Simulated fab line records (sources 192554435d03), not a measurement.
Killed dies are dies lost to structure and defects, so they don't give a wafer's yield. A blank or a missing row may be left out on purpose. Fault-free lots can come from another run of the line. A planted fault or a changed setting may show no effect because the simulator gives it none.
A lot that was struck, set against a sound lot :: flow n5_finfet :: 38 steps out of a route of 1938
Sound: the wafers L271.4, L271.5, L271.6. Wafers L258.2, L258.4 were the ones struck. At the end, the cause is stated.
Per side, at each step with rows, come the tool, then ch with its chambers, and then its first start. Under that, the readings that differ: sound wafers :: struck wafers :: difference of the means :: sigmas: that difference in standard deviations of wafers without a fault.
alike: words and numbers the same on both sides, and readings whose means are apart by under 2 such deviations; not compared: readings that were withheld, readings missing a value for some wafer, numbers with overlapping values and no deviation given by the record, and bounds like >300 which may hide the same value.
Wherever a step has rows on one side only, a row that says differs or no value, or a row with sigmas, the two part there. Non-overlapping numbers with no deviation appear without sigmas and do not part them. A reading missing from all wafers of one side parts the sides only when that side holds two or more wafers.

first, 9 steps without rows for these wafers: N5_BEOL_M4_ANNEAL_95 (time 240 s); N5_BEOL_M4_SPUTTER_96 (material Cu, target thk 4.5 nm, time 8.29 s); N5_BEOL_M4_ECD_50 (material Cu, target thk 300 nm); N5_BEOL_M4_ANNEAL_51 (time 90 s); N5_BEOL_M4_CMP_52 (polishes, stops on SiOC, t overpolish 6.8 s, target thk 40 nm); N5_BEOL_M4_PRE_CLEAN_60 (time 15 s); N5_BEOL_M4_CO_CAP_55 (material Co, precursor CCTBA/H2, target thk 2 nm, time 102.1 s); N5_BEOL_M4_PRE_CLEAN_56 (time 15 s); N5_BEOL_M4_DEP_57 (deposits SiCN from 3MS/NH3, target thk 8 nm, time 14 s).
N5_BEOL_M4_RC_MEAS_101:
  sound on prober-02 ch 0, day 12 02:07; struck on prober-02 ch 0, day 8 21:13
  alike: DIBL_N, DIBL_P, IOFF_N, IOFF_P, ION_N, ION_P, SS_N, SS_P, VT_N, VT_P
then, 24 steps without rows for these wafers: N5_BEOL_M5_ILD_DEP_00 (deposits SiCOH lowk from DEMS/porogen, target thk 140.64 nm, time 25.9 s); N5_BEOL_M5_CURE_79 (cures SiCOH lowk, time 240 s); N5_BEOL_M5_PECVD_70 (deposits SiO2 from TEOS/O2, target thk 16 nm, time 18 s); N5_BEOL_M5_HM_DEP_02 (deposits TiN, target thk 20 nm); N5_BEOL_M5_COAT_59 (time 60 s, resist thk 60 nm); N5_BEOL_M5_COAT_60 (time 60 s, resist thk 12 nm); N5_BEOL_M5_COAT_71 (time 60 s, resist thk 5 nm); N5_BEOL_M5_COAT_05 (resist thk 30 nm); N5_BEOL_M5_EBR_07; N5_BEOL_M5_SOFTBAKE_06 (time 60 s); N5_BEOL_M5_EXPOSE_08 (exposes mask M5, target cd 28 nm); N5_BEOL_M5_PEB_09 (peb time 60 s); N5_BEOL_M5_DEVELOP_10 (develop time 30 s); N5_BEOL_M5_DESCUM_16 (chemistry O2, time 7 s); N5_BEOL_M5_ETCH_72 (etches underlayer in N2/H2, target depth 6.5 nm, time 5.2 s); N5_BEOL_M5_ETCH_61 (etches SiARC in CF4, target depth 15.6 nm, time 26 s); N5_BEOL_M5_ETCH_62 (etches SOC in N2/H2, target depth 75 nm, overetch 15 nm, time 112.5 s); N5_BEOL_M5_STRIP_63 (strips in N2/H2); N5_BEOL_M5_STRIP_73 (strips in N2/H2); N5_BEOL_M5_STRIP_64 (strips in CF4); N5_BEOL_M5_HM_OPEN_17 (chemistry Cl2/BCl3, target TiN, target depth 20 nm, overetch 6 nm); N5_BEOL_M5_STRIP_19 (strips in O2); N5_BEOL_M5_COAT_65 (time 60 s, resist thk 60 nm); N5_BEOL_M5_COAT_66 (time 60 s, resist thk 12 nm).
-- the record jumps here: 2 days lie between the struck wafers' starts before and after (it left off in module BEOL_M5 and takes up again in module BEOL_M11, whose first step shown is number 1536 of the route) --
N5_BEOL_M11_ILD_DEP_00: deposits SiCOH lowk from DEMS/porogen, target thk 308.51 nm, time 58 s.
  sound on pecvd-02 ch 0,1,2, day 14 09:50; struck on pecvd-04 ch 1,2, day 11 05:01
reading: run_length_s (s)
sound: 100.6 100.6 100.3
struck: 121.1 120.8
difference: +20.4
sigmas: +28

reading: model.SiCOH_lowk_of_BEOL_M11_ILD_DEP_00.thk_nm (nm)
sound: 313 312.8 311.2
struck: 407.8 411.8
difference: +97.5
sigmas: 
  alike: heater_power_w, showerhead_plenum_p_Torr, throttle_valve_pct
N5_BEOL_M11_THK_MEAS_01:
  sound: film_metro-02 at day 14 10:23; struck: film_metro-01 at day 11 05:36
reading: M11_ILD_THK (nm)
sound: 272 272 270
struck: 356 360
difference: +87
sigmas: +25
N5_BEOL_M11_CMP_52: polishes, stops on SiCOH lowk, t overpolish 7 s, target thk 140 nm.
  sound on cmp-04 ch 0,1,2, day 14 18:50; struck on cmp-02 ch 0,3, day 11 13:10
reading: motor_current_A (A)
sound: 5.7 6.8 7.0
struck: 5.2 5.4
difference: -1.2
sigmas: -2

reading: model.SiCOH_lowk_of_BEOL_M11_ILD_DEP_00.thk_nm (nm)
sound: 269 268.8 267.4
struck: 353.2 356.8
difference: +86.6
sigmas: 
N5_PASSIVATION_PROBE_49:
  sound: prober-01 at day 16 11:55; struck: prober-01 at day 13 01:28
reading: defect_limited_yield (%)
sound: 92.0 90.5 91.9
struck: 0 0
difference: -91
sigmas: -65

reading: killed_at_M4_up
sound: 11 11 9
struck: 1107 1113
difference: +1100
sigmas: +99 or more

reading: killed_dies
sound: 94 112 95
struck: 1180 1180
difference: +1080
sigmas: +67

reading: killed_on_rim
sound: 10 14 11
struck: 152 152
difference: +140
sigmas: +39

reading: sort_bin_5_function (%)
sound: 4.6 6.6 4.9
struck: 97.5 96.6
difference: +91.7
sigmas: +97

reading: sort_n_pass
sound: 1086 1068 1085
struck: 0 0
difference: -1080
sigmas: -67

reading: sort_yield_pct (%)
sound: 92.0 90.5 91.9
struck: 0 0
difference: -91
sigmas: -65
  alike: killed_at_M0_to_M3, killed_at_contacts, killed_at_front_end, killed_at_other, killed_open, killed_short, sort_bin_6_memory

== WHERE THEY PART ==
At N5_BEOL_M11_ILD_DEP_00 first; at N5_PASSIVATION_PROBE_49 last (within this record only).

WHY: what had been put in by the simulator
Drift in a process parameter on pecvd-04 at N5_BEOL_M11_ILD_DEP_00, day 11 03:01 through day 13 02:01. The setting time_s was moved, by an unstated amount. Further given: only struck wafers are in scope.
